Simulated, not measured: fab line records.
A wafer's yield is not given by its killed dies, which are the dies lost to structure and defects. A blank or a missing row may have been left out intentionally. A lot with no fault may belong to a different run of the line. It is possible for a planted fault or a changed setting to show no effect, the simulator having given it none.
Struck lot and sound lot, side by side ; flow nandHarc ; 14 out of 1159 route steps
Sound: the wafers L561.2, L561.4, L561.5. Struck: wafers L566.2, L566.3, L566.5. The cause is given at the end.
At each step with rows: each side's tool, then ch and its chambers, then its first start. Under that, the readings that differ: sound wafers ; struck wafers ; difference of the means ; sigmas: that difference in standard deviations of wafers without a fault.
alike: words and numbers the same on both sides, and readings whose means are apart by under 2 such deviations; not compared: readings that were withheld, readings missing a value for some wafer, numbers with overlapping values and no deviation given by the record, and bounds like >300 which may hide the same value.
A row with sigmas, a row that says differs or no value, or rows on one side alone: a step with any of these is where the two part. Numbers that don't overlap but have no deviation are shown without sigmas and don't part them. Lack of a reading on every wafer of one side parts them only where that side has two or more wafers.

NHARC_A_SGD_CUT_INSPECT_11:
  sound on defectInspect-02 at day 15 01:00; struck on defectInspect-01 at day 16 17:20
reading;sound;struck;difference;sigmas
rawDefectCount;12 9 12;36 32 27;+21;+2
NHARC_A_SGD_CUT_DESCUM_14: chemistry O2, time 3 s.
  sound on rieDiel-02 ch 0,1, day 15 01:04; struck on rieDiel-02 ch 0,2, day 16 17:24
  alike: drypumpMotorCurrentA, oesProductAu, rfVppV, showerheadPlenumPTorr, throttleValvePct
  not compared: rfHoursCounterH
NHARC_A_SGD_CUT_ETCH_58: etches the open film in CF4, target depth 39 nm, time 65 s.
  sound on rieDiel-02 ch 0,2, day 15 01:10; struck on rieDiel-02 ch 0,2,3, day 16 17:30
  alike: drypumpMotorCurrentA, oesProductAu, rfVppV, showerheadPlenumPTorr, throttleValvePct
  not compared: rfHoursCounterH
NHARC_A_SGD_CUT_ETCH_59: etches the open film in N2/H2, target depth 260 nm, time 406.25 s.
  sound: rieDiel-02 ch 1,2,3; struck: rieDiel-02 ch 0,1,3
  alike: drypumpMotorCurrentA, oesProductAu, rfVppV, showerheadPlenumPTorr, throttleValvePct
  not compared: rfHoursCounterH
NHARC_A_SGD_CUT_ETCH_15: etches the open film in CH3F/O2, target depth 75 nm, time 64.3 s.
  sound: rieDiel-02 ch 0,2,3; struck: rieDiel-02 ch 0,3
  alike: drypumpMotorCurrentA, oesProductAu, rfVppV, showerheadPlenumPTorr, throttleValvePct
  not compared: rfHoursCounterH
NHARC_A_SGD_CUT_ETCH_16: etches the open film in C4F8/O2/Ar, target depth 310.5 nm, time 155.2 s.
  sound: rieDiel-02 ch 0,1,2; struck: rieDiel-02 ch 0,2,3
  alike: oesProductAu, rfVppV
  not compared: rfHoursCounterH
then, 6 steps without rows for these wafers: NHARC_A_SGD_CUT_STRIP_60 (strips in C4F8/O2/Ar); NHARC_A_SGD_CUT_STRIP_17 (strips in O2); NHARC_A_SGD_CUT_PRECLEAN_18 (cleans in SC1); NHARC_A_SGD_CUT_SRD_19; NHARC_A_SGD_CUT_DEP_20 (deposits SiO2, target thk 150 nm); NHARC_A_SGD_CUT_ANNEAL_27 (time 1800 s).
NHARC_A_SGD_CUT_CMP_21: polishes, target thk 148.19 nm.
  sound on cmp-03 ch 0,1,2, day 15 10:11; struck on cmp-03 ch 0,2,3, day 16 23:40
  no value came back on the struck wafers for edgeZonePressureFrac, motorCurrentA (A), timeToEndpointS (s); on the sound wafers edgeZonePressureFrac reads 0.998 0.997 1.001
-- the record jumps here: 5 days lie between the struck wafers' starts before and after (it left off in module A_SGD_CUT and takes up again in module END, whose first step shown is number 1159 of the route) --
NHARC_END_SORT_01:
  sound on prober-01 ch 0, day 21 18:53; struck on prober-02 ch 0, day 22 10:44
reading;sound;struck;difference;sigmas
killedAtArray;41 23 30;668 671 671;+639;+64
killedDies;46 28 35;677 677 677;+641;+58
  alike: killedAtOther, killedAtPeriphery, killedOpen, killedShort

== WHERE THEY PART ==
First at NHARC_A_SGD_CUT_INSPECT_11; last, within this record, at NHARC_END_SORT_01.

WHY: what had been put in by the simulator
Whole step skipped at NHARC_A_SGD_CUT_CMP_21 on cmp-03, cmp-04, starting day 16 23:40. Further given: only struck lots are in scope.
